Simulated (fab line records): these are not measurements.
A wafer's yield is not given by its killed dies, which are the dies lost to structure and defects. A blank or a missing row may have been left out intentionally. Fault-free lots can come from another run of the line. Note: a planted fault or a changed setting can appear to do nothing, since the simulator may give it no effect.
Problem report, 8D (eight disciplines) form, completed by code ; flow n5 finfet ; the parts of the form that need people (team, actions taken, sign-off) are left out

== 1. PROBLEM STATEMENT ==
N5_FIN_SAQP_PECVD_47, run length s: mean 75.3 s on 2 wafers (1 lot); fault-free wafers 72.6 s, standard deviation 0.48. That is +5.6 standard deviations from the usual mean.
The step: deposits a-Si from SiH4/He, target thk 45 nm, time 36.3 s.
First observed at day 5 04:40: wafer L697.1, on pecvd-02. At this step, 26 wafers from 9 lots have a number in the record. The rule behind "out" and "out of limits": a value lying over 4 standard deviations away from the usual mean. The rest of the wafers with a number are treated as sound.

== 2. WHAT IT IS; WHAT IT IS NOT ==
question;is;is not
which readings at this step;run length s;showerhead plenum p Torr, throttle valve pct
which lots;L697;L684, L686, L687, L688, L692, L703, L705, L706
which wafers of those lots;L697.1, L697.4;L697.5
read on which tools;pecvd-02;pecvd-03, pecvd-04
when;from day 5 04:40;"up to then (15 sound wafers); but 9 sound wafers of L703, L705, L706 came after"

== 3. WHAT RULES OUT EACH SUSPECT ==
Counting: any tool at a process step up to the reading remains a suspect provided it ran every lot that is out. Sound lots after the first of them don't rule it out here, since some wafers of a struck lot are sound.
- rie diel-01 at N5_PMOS_HMC_CHANNEL_EPI_HM_OPEN_15 (chemistry CHF3/O2, target SiO2, target depth 40.6 nm, time 20.3 s): kept. It processed L697, the lot that is out, at day 4 23:46, and its most recent sound lot before then was L692 at day 3 16:55.
- cmp-04 at N5_PMOS_HMC_CHANNEL_EPI_CMP_21 (polishes SiGe30, target thk 54 nm): kept. It processed L697, the lot that is out, at day 5 01:41, and its most recent sound lot before then was L688 at day 2 21:41.
- rtp anneal-01 at N5_FIN_SAQP_DENSIFY_62 (time 60 s): kept. It processed L697, the lot that is out, at day 5 04:20, and its most recent sound lot before then was L692 at day 3 20:26.
- pecvd-02 at N5_FIN_SAQP_PECVD_47 (deposits a-Si from SiH4/He, target thk 45 nm, time 36.3 s): kept. It processed L697, the lot that is out, at day 5 04:40, and its most recent sound lot before then was L692 at day 3 20:47. On those wafers its own readings are out: run length s.
Left after counting: rie diel-01 at N5_PMOS_HMC_CHANNEL_EPI_HM_OPEN_15, cmp-04 at N5_PMOS_HMC_CHANNEL_EPI_CMP_21, rtp anneal-01 at N5_FIN_SAQP_DENSIFY_62, pecvd-02 at N5_FIN_SAQP_PECVD_47.

== 4. THE CAUSE (what the simulator had put in) ==
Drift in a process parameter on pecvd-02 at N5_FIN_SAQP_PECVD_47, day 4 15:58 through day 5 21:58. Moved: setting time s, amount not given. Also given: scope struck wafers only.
After counting, 4 suspects remain, this tool included.

== 5. SEQUENCE OF EFFECTS, ordered by route ==
Rows list readings where the struck wafers' mean (over those with a number) sits beyond 3 standard deviations from the usual. Scope: only readings with a usual standard deviation given in the record; hours: median across lots of the time from each lot's start at the first step in this table that gives one to its start at this step; sigmas: change in usual standard deviations.
hours;step;reading;usual;on struck wafers;change;sigmas
0;N5_FIN_SAQP_PECVD_47;run length s;72.6 s;75.3;+2.7;+5.6
Here are the process steps it includes:
- N5_FIN_SAQP_PECVD_47: deposits a-Si from SiH4/He, target thk 45 nm, time 36.3 s.
Later measuring or inspecting steps at which every struck wafer that the step has a row for has a number for every such reading, and none has moved that far: N5_BEOL_M4_RC_MEAS_101.

== 6. WHAT WOULD HAVE CAUGHT IT SOONER ==
First out-of-limits reading in this record: day 5 04:40, which is 13 hours after fault onset at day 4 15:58.
